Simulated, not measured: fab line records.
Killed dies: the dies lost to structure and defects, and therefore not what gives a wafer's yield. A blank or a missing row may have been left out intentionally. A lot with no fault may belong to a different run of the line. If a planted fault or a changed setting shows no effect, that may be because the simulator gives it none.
Chamber matching ; flow n5 finfet ; N5_FIN_SAQP_STRIP_55 on rie diel-01 has 4 sister chambers
The step strips in N2/H2. 16 wafers are shown with their chamber, then 8 later ones without.

== WAFERS PAIRED WITH THEIR CHAMBERS ==
wafer;chamber;showerhead plenum p Torr (Torr);drypump motor current A (A);throttle valve pct (%)
L075.1;2;3.39;5.6;18.7
L075.4;1;3.32;5.9;19.3
L075.5;2;3.39;5.6;18.7
L078.1;0;3.60;6.2;19.4
L078.4;3;3.37;6.5;18.6
L078.6;0;3.60;6.2;19.4
L082.1;2;3.38;5.6;18.7
L082.3;0;3.60;6.2;19.4
L082.6;2;3.38;5.5;18.7
L083.1;2;3.38;5.6;18.7
L083.2;0;3.60;6.2;19.4
L083.5;1;3.32;5.9;19.3
L086.3;2;3.38;5.6;18.7
L086.5;1;3.31;6.0;19.3
L086.6;2;3.38;5.6;18.8
L091.3;3;3.36;6.5;18.7

SIGNATURES (means of the wafers above)
reading;chamber 0;chamber 1;chamber 2;chamber 3;scatter within a chamber
showerhead plenum p Torr;3.6000;3.3167;3.3829;3.3650;0.00465
drypump motor current A;6.200;5.933;5.586;6.500;0.0356
throttle valve pct;19.400;19.300;18.714;18.650;0.0336
Rule: a wafer lies at a distance from a chamber equal to the root of the sum of squares, over the readings, of (its reading less the chamber's mean, divided by the reading's scatter). If the next closest chamber is less than 2 further off than the closest, the wafer can't be placed; otherwise it belongs to the closest. The scatter: take each reading less its chamber's mean, square it, sum over the shown wafers, divide by the number of wafers less the number of chambers, and take the root.

== WAFERS MISSING THEIR CHAMBER ==
wafer;showerhead plenum p Torr (Torr);drypump motor current A (A);throttle valve pct (%)
L091.4;3.59;6.2;19.4
L091.6;3.37;5.6;18.7
L093.1;3.59;6.2;19.4
L093.3;3.36;6.5;18.7
L093.6;3.31;6.0;19.4
L094.1;3.59;6.2;19.5
L094.3;3.35;6.5;18.7
L094.4;3.31;6.0;19.3

== THE CHAMBER EACH PASSED THROUGH ==
wafer;from the rows above;in truth
L091.4;0;0
L091.6;2;2
L093.1;0;0
L093.3;3;3
L093.6;1;1
L094.1;0;0
L094.3;3;3
L094.4;1;1
8 of 8 placed correctly. Left unplaced by these rows: 0. Placed wrongly: 0.
